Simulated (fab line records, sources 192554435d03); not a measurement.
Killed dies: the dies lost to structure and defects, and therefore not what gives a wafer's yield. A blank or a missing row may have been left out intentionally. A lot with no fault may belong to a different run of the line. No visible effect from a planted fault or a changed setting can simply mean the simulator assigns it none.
Chamber matching + flow n5Finfet + N5_BEOL_M2_ETCH_77 on rieDiel-02 has 4 sister chambers
The step etches underlayer in N2/H2, target depth 6.5 nm, time 5.2 s. 14 wafers are shown with their chamber, then 7 later ones without.

EACH WAFER AND ITS CHAMBER
| wafer  | chamber | drypumpMotorCurrentA (A) | throttleValvePct (%) | chamberPressureMTorr (mTorr) |
|--------|---------|--------------------------|----------------------|------------------------------|
| L074.4 | 0       | 6.2                      | 18.01                | 30.0                         |
| L074.5 | 0       | 6.3                      | 18.02                | 30.1                         |
| L074.6 | 3       | 4.7                      | 17.85                | 30.0                         |
| L075.2 | 0       | 6.2                      | 18.03                | 29.9                         |
| L075.3 | 2       | 5.5                      | 17.60                | 30.0                         |
| L075.5 | 1       | 4.9                      | 17.63                | 29.9                         |
| L077.1 | 2       | 5.5                      | 17.62                | 30.0                         |
| L077.2 | 3       | 4.7                      | 17.85                | 30.0                         |
| L077.6 | 2       | 5.5                      | 17.62                | 30.0                         |
| L078.1 | 3       | 4.7                      | 17.87                | 30.0                         |
| L078.3 | 0       | 6.3                      | 17.56                | 30.0                         |
| L078.6 | 0       | 6.2                      | 17.57                | 30.0                         |
| L092.2 | 3       | 4.8                      | 17.91                | 29.9                         |
| L092.4 | 2       | 5.5                      | 17.65                | 30.0                         |

SIGNATURES (averages over the wafers above)
| reading              | chamber 0 | chamber 1 | chamber 2 | chamber 3 | scatter within a chamber |
|----------------------|-----------|-----------|-----------|-----------|--------------------------|
| drypumpMotorCurrentA | 6.240     | 4.900     | 5.500     | 4.725     | 0.0442                   |
| throttleValvePct     | 17.8380   | 17.6300   | 17.6225   | 17.8700   | 0.159                    |
| chamberPressureMTorr | 30.000    | 29.900    | 30.000    | 29.975    | 0.0524                   |
Rule: a wafer lies at a distance from a chamber equal to the root of the sum of squares, over the readings, of (its reading less the chamber's mean, divided by the reading's scatter). If the next closest chamber is less than 2 further off than the closest, the wafer can't be placed; otherwise it belongs to the closest. How the scatter is found: for the shown wafers, subtract from each reading the mean of its chamber, square and add these, divide the total by (wafers less chambers), then take the root.

WAFERS MISSING THEIR CHAMBER
| wafer  | drypumpMotorCurrentA (A) | throttleValvePct (%) | chamberPressureMTorr (mTorr) |
|--------|--------------------------|----------------------|------------------------------|
| L092.6 | 4.7                      | 17.90                | 30.0                         |
| L096.1 | 4.9                      | 17.71                | 30.0                         |
| L096.2 | 6.3                      | 17.63                | 30.0                         |
| L096.5 | 5.5                      | 17.67                | 30.0                         |
| L095.1 | 4.9                      | 17.72                | 30.0                         |
| L095.4 | 6.2                      | 17.61                | 30.1                         |
| L095.5 | 4.7                      | 17.93                | 30.0                         |

THE CHAMBER EACH PASSED THROUGH
| wafer  | from the rows above | in truth |
|--------|---------------------|----------|
| L092.6 | 3                   | 3        |
| L096.1 | 1                   | 1        |
| L096.2 | 0                   | 0        |
| L096.5 | 2                   | 2        |
| L095.1 | 1                   | 1        |
| L095.4 | 0                   | 0        |
| L095.5 | 3                   | 3        |
Correct placement for 7 of the 7. Left unplaced by these rows: 0. Placed wrongly: 0.
